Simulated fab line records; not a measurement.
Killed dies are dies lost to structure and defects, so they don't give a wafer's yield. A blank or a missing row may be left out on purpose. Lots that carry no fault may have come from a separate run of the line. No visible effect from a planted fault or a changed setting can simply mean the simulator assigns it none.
Chamber matching	flow n5 finfet	N5_BEOL_M4_CO_CAP_55 on cvd co-01 has 3 sister chambers
The step material Co, precursor CCTBA/H2, target thk 2 nm, time 102.1 s. 3 wafers are shown with their chamber, then 11 later ones without.

## WAFERS, EACH WITH ITS CHAMBER
wafer	chamber	heater power w (W)
L086.4	1	240
L088.1	0	238
L089.2	2	227

## WAFERS WHOSE CHAMBER IS MISSING
wafer	heater power w (W)
L089.3	244
L089.5	227
L090.2	228
L090.3	246
L090.4	242
L091.3	241
L091.4	245
L091.6	219
L092.1	249
L092.2	224
L092.5	228

## CHAMBER TAKEN BY EACH
wafer	from the rows above	in truth
L089.3	can't be placed: 1 or 0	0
L089.5	2	2
L090.2	can't be placed: 2 or 0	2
L090.3	can't be placed: 1 or 0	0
L090.4	can't be placed: 1 or 0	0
L091.3	can't be placed: 1 or 0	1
L091.4	can't be placed: 1 or 0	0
L091.6	2	2
L092.1	can't be placed: 1 or 0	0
L092.2	2	2
L092.5	can't be placed: 2 or 0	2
3 of 11 placed correctly. Can't be placed from these rows: 8 (the true chamber is among the candidates in 8). Number placed wrongly: 0.
How it was worked out, from the rows above alone: a wafer's distance from a chamber is the root of the sum, over the readings, of the square of ((its reading less the chamber's mean) divided by the reading's scatter). If the next closest chamber is less than 2 further off than the closest, the wafer can't be placed; otherwise it belongs to the closest. For every chamber, the mean is computed from those of its wafers that are shown. The scatter: with one shown wafer a chamber, the root of the mean of the squares of how far each hidden wafer lies from its nearest shown one.
